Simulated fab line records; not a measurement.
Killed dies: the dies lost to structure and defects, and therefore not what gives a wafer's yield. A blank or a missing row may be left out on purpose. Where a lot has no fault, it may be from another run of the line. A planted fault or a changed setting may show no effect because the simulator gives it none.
Chamber matching / flow n5_finfet / N5_BEOL_M11_VIA_ETCH_34 on rie_diel-03 has 4 sister chambers
The step etches SiCOH lowk in C4F6/O2, target depth 184.5 nm, time 69.2 s. 14 wafers are shown with their chamber, then 7 later ones without.

== EACH WAFER AND ITS CHAMBER ==
wafer=L074.2; chamber=1; drypump_motor_current_A (A)=4.9; showerhead_plenum_p_Torr (Torr)=2.91; rf_vpp_V (V)=662
wafer=L074.3; chamber=2; drypump_motor_current_A (A)=6.0; showerhead_plenum_p_Torr (Torr)=2.71; rf_vpp_V (V)=679
wafer=L074.5; chamber=3; drypump_motor_current_A (A)=5.8; showerhead_plenum_p_Torr (Torr)=2.91; rf_vpp_V (V)=686
wafer=L079.1; chamber=1; drypump_motor_current_A (A)=4.9; showerhead_plenum_p_Torr (Torr)=2.90; rf_vpp_V (V)=663
wafer=L079.3; chamber=3; drypump_motor_current_A (A)=5.9; showerhead_plenum_p_Torr (Torr)=2.91; rf_vpp_V (V)=686
wafer=L079.5; chamber=0; drypump_motor_current_A (A)=5.8; showerhead_plenum_p_Torr (Torr)=2.93; rf_vpp_V (V)=653
wafer=L080.4; chamber=2; drypump_motor_current_A (A)=6.0; showerhead_plenum_p_Torr (Torr)=2.70; rf_vpp_V (V)=680
wafer=L080.5; chamber=3; drypump_motor_current_A (A)=5.9; showerhead_plenum_p_Torr (Torr)=2.91; rf_vpp_V (V)=685
wafer=L080.6; chamber=2; drypump_motor_current_A (A)=6.0; showerhead_plenum_p_Torr (Torr)=2.70; rf_vpp_V (V)=680
wafer=L082.3; chamber=1; drypump_motor_current_A (A)=4.9; showerhead_plenum_p_Torr (Torr)=2.90; rf_vpp_V (V)=663
wafer=L082.4; chamber=0; drypump_motor_current_A (A)=5.8; showerhead_plenum_p_Torr (Torr)=2.93; rf_vpp_V (V)=655
wafer=L082.6; chamber=0; drypump_motor_current_A (A)=5.8; showerhead_plenum_p_Torr (Torr)=2.93; rf_vpp_V (V)=653
wafer=L087.1; chamber=0; drypump_motor_current_A (A)=5.8; showerhead_plenum_p_Torr (Torr)=2.92; rf_vpp_V (V)=654
wafer=L087.2; chamber=1; drypump_motor_current_A (A)=4.9; showerhead_plenum_p_Torr (Torr)=2.89; rf_vpp_V (V)=661

SIGNATURES (means of the wafers above)
reading=drypump_motor_current_A; chamber 0=5.800; chamber 1=4.900; chamber 2=6.000; chamber 3=5.867; scatter within a chamber=0.0258
reading=showerhead_plenum_p_Torr; chamber 0=2.9275; chamber 1=2.9000; chamber 2=2.7033; chamber 3=2.9100; scatter within a chamber=0.00585
reading=rf_vpp_V; chamber 0=653.75; chamber 1=662.25; chamber 2=679.67; chamber 3=685.67; scatter within a chamber=0.827
Rule: a wafer lies at a distance from a chamber equal to the root of the sum of squares, over the readings, of (its reading less the chamber's mean, divided by the reading's scatter). If the next closest chamber is less than 2 further off than the closest, the wafer can't be placed; otherwise it belongs to the closest. The scatter is the square root of a quotient: the sum, over the shown wafers, of each reading's squared deviation from its chamber's mean, divided by wafers minus chambers.

== WAFERS WHOSE CHAMBER IS MISSING ==
wafer=L087.5; drypump_motor_current_A (A)=5.9; showerhead_plenum_p_Torr (Torr)=2.90; rf_vpp_V (V)=685
wafer=L090.1; drypump_motor_current_A (A)=6.0; showerhead_plenum_p_Torr (Torr)=3.04; rf_vpp_V (V)=691
wafer=L090.4; drypump_motor_current_A (A)=5.8; showerhead_plenum_p_Torr (Torr)=2.92; rf_vpp_V (V)=654
wafer=L090.5; drypump_motor_current_A (A)=5.9; showerhead_plenum_p_Torr (Torr)=2.90; rf_vpp_V (V)=684
wafer=L094.2; drypump_motor_current_A (A)=5.8; showerhead_plenum_p_Torr (Torr)=2.92; rf_vpp_V (V)=655
wafer=L094.3; drypump_motor_current_A (A)=4.9; showerhead_plenum_p_Torr (Torr)=2.89; rf_vpp_V (V)=662
wafer=L094.4; drypump_motor_current_A (A)=5.9; showerhead_plenum_p_Torr (Torr)=2.89; rf_vpp_V (V)=685

== CHAMBER TAKEN BY EACH ==
wafer=L087.5; from the rows above=3; in truth=3
wafer=L090.1; from the rows above=3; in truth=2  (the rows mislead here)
wafer=L090.4; from the rows above=0; in truth=0
wafer=L090.5; from the rows above=3; in truth=3
wafer=L094.2; from the rows above=0; in truth=0
wafer=L094.3; from the rows above=1; in truth=1
wafer=L094.4; from the rows above=3; in truth=3
Placed correctly: 6 of 7. Not placeable from these rows: 0. Wrongly placed: 1.
